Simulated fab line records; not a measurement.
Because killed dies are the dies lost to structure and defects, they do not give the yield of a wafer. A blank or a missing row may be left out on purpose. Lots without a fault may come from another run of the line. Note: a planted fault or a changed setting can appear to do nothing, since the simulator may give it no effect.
Comparing a struck lot with a sound one -- flow n5-finfet -- 40 steps out of a route of 1938
Sound: the wafers L797.1, L797.3, L797.5. Wafers struck: L786.2, L786.4, L786.5. At the end, the cause is stated.
Each step with rows lists, per side, the tool, then ch with its chambers, then its first start. Under that, the readings that differ: sound wafers -- struck wafers -- difference of the means -- sigmas: that difference in standard deviations of wafers without a fault.
alike: same words and numbers on both sides, and readings whose means sit less than 2 such deviations apart. not compared: any withheld reading, any reading some wafer has no value for, any bound like >300 that may hide the same value, and any number with overlapping values for which the record gives no deviation.
Wherever a step has rows on one side only, a row that says differs or no value, or a row with sigmas, the two part there. When numbers do not overlap yet have no deviation, they are printed without sigmas and do not part them. Lack of a reading on every wafer of one side parts them only where that side has two or more wafers.

first, 12 steps without rows for these wafers: N5_HKMG_FIN_STRIP_93 (strips SOC in N2/H2, time 20 s); N5_HKMG_FIN_WET_ETCH_76 (etches Al2O3 in dNH4OH, stops on La2O3, target depth 2.25 nm, rinse time 30 s); N5_HKMG_FIN_STRIP_60 (strips in N2/H2, time 360 s); N5_HKMG_FIN_WET_ETCH_77 (etches La2O3 in dHCl, stops on HfO2, target depth 2 nm); N5_HKMG_FIN_WET_ETCH_78 (etches Al2O3 in dNH4OH, stops on La2O3, target depth 4.5 nm, rinse time 30 s); N5_HKMG_FIN_ALD_79 (deposits TiN, target thk 1.5 nm, pulse time 1 s, purge time 3 s); N5_HKMG_FIN_CVD_62 (deposits a-Si from Si2H6, target thk 3 nm, time 20.8 s); N5_HKMG_FIN_RTA_80 (time 2 s); N5_HKMG_FIN_PRECLEAN_64 (cleans in dHF, time 30 s); N5_HKMG_FIN_WET_ETCH_65 (etches a-Si in TMAH, stops on TiN, time 49 s, target depth 3 nm); N5_HKMG_FIN_WET_ETCH_81 (etches TiN in SC1, stops on HfO2, time 57 s, target depth 6 nm); N5_HKMG_FIN_WET_ETCH_82 (etches La2O3 in dHCl, stops on HfO2, target depth 2 nm, rinse time 30 s).
N5_HKMG_FIN_ALD_36: deposits TiN, target thk 1 nm, pulse time 1 s, purge time 3 s.
  sound on ald-metal-01 ch 1,2,3, day 9 17:09; struck on ald-metal-01 ch 2,3, day 6 22:36
  no value came back on the struck wafers for ald-cycles, chamber-pressure-Torr (Torr), heater-power-w (W), precursor-pulse-height-rel; on the sound wafers ald-cycles reads 47 47 47
then, 25 steps without rows for these wafers: N5_HKMG_FIN_PWFM_ALD_03 (deposits TiN, target thk 2 nm, pulse time 1 s, purge time 3 s); N5_HKMG_FIN_COAT_29 (time 60 s, resist thk 300 nm); N5_HKMG_FIN_COAT_30 (time 60 s, resist thk 35 nm); N5_HKMG_FIN_COAT_06 (resist thk 90 nm); N5_HKMG_FIN_EBR_08; N5_HKMG_FIN_SOFTBAKE_07 (time 60 s); N5_HKMG_FIN_EXPOSE_09 (exposes mask NWFM, target cd 98 nm); N5_HKMG_FIN_PEB_10 (peb time 60 s); N5_HKMG_FIN_DEVELOP_11 (develop time 30 s); N5_HKMG_FIN_DESCUM_17 (chemistry O2, time 7.9 s); N5_HKMG_FIN_ETCH_31 (etches SiARC in CF4, target depth 45.5 nm, time 75.8 s); N5_HKMG_FIN_ETCH_32 (etches SOC in N2/H2, target depth 240 nm, time 300 s); N5_HKMG_FIN_STRIP_33 (strips in N2/H2); N5_HKMG_FIN_STRIP_34 (strips in CF4); N5_HKMG_FIN_ETCH_35 (etches SOC in N2/H2, target depth 215.8 nm, time 243.4 s); N5_HKMG_FIN_STRIP_92 (strips SOC in N2/H2, time 20 s); N5_HKMG_FIN_WET_ETCH_18 (etches TiN in SC1, time 55 s, target depth 5.2 nm, rinse time 30 s); N5_HKMG_FIN_STRIP_19 (strips in N2/H2, time 360 s); N5_HKMG_FIN_ALD_91 (deposits TiN, target thk 1 nm, pulse time 1 s, purge time 3 s); N5_HKMG_FIN_COAT_85 (time 60 s, resist thk 300 nm); N5_HKMG_FIN_ETCH_86 (etches SOC in N2/H2, stops on TiN, target depth 393.2 nm); N5_HKMG_FIN_STRIP_89 (strips SOC in N2/H2, time 20 s); N5_HKMG_FIN_WET_ETCH_87 (etches TiN in SC1, time 154.2 s, target depth 4.7 nm, rinse time 30 s); N5_HKMG_FIN_STRIP_88 (strips in N2/H2, time 360 s); N5_HKMG_FIN_NWFM_ALD_20 (deposits TiAlC, target thk 2 nm, pulse time 3 s, purge time 2 s).
-- record jumps: 4 days separate the struck wafers' starts on either side; left off in module HKMG_FIN, taken up again in module BEOL_M4, whose first shown step is the route's number 1111 --
N5_BEOL_M4_RC_MEAS_101:
  sound on prober-01 ch 0, day 14 04:18; struck on prober-02 ch 0, day 11 08:52
reading,sound,struck,difference,sigmas
IOFF_P (nA/um),0.22 0.25 0.21,0.05 0.05 0.04,-0.18,-5
IOFF_P_85C (nA/um),3.8 4.4 3.7,1.0 1.0 0.8,-3.0,-6
IOFF_P_LIN (nA/um),0.109 0.120 0.106,0.022 0.022 0.019,-0.091,-6
IOFF_P_LONG (nA/um),0.000119 0.000109 0.000111,4.8e-05 5.5e-05 5.4e-05,-6.1e-05,-7
ION_P (uA/um),479 471 477,404 401 398,-75,-10
VT_P (mV),-248.2 -245.9 -250.0,-293.8 -292.5 -290.5,-44.2,-15
VT_P_LONG (mV),-272.3 -269.9 -272.9,-315.8 -315.7 -317.5,-44.6,-15
VT_P_LVT (mV),-96.9 -95.3 -96.6,-141.0 -142.7 -143.1,-46.0,-17
  alike: DIBL_N, DIBL_P, IOFF_N, ION_N, SS_N, SS_P, VT_N
-- record jumps: 5 days separate the struck wafers' starts on either side; left off in module BEOL_M4, taken up again in module PASSIVATION, whose first shown step is the route's number 1936 --
N5_PASSIVATION_PROBE_49:
  sound on prober-01, day 18 19:02; struck on prober-01, day 16 00:17
reading,sound,struck,difference,sigmas
sort_bin_8_speed (%),0 0 0,89.92 92.20 91.86,+91.33,+99 or more
sort-n-pass,1070 1102 1097,0 0 0,-1090,-64
sort-yield-pct (%),90.7 93.4 93.0,0 0 0,-92,-62
  alike: defect-limited-yield, killed_at_M0_to_M3, killed_at_M4_up, killed-at-contacts, killed-at-front-end, killed-at-other, killed-dies, killed-open, killed-short, sort_bin_5_function, sort_bin_6_memory

== WHERE THEY PART ==
First at N5_HKMG_FIN_ALD_36; last, within this record, at N5_PASSIVATION_PROBE_49.

WHY: whatever the simulator had introduced
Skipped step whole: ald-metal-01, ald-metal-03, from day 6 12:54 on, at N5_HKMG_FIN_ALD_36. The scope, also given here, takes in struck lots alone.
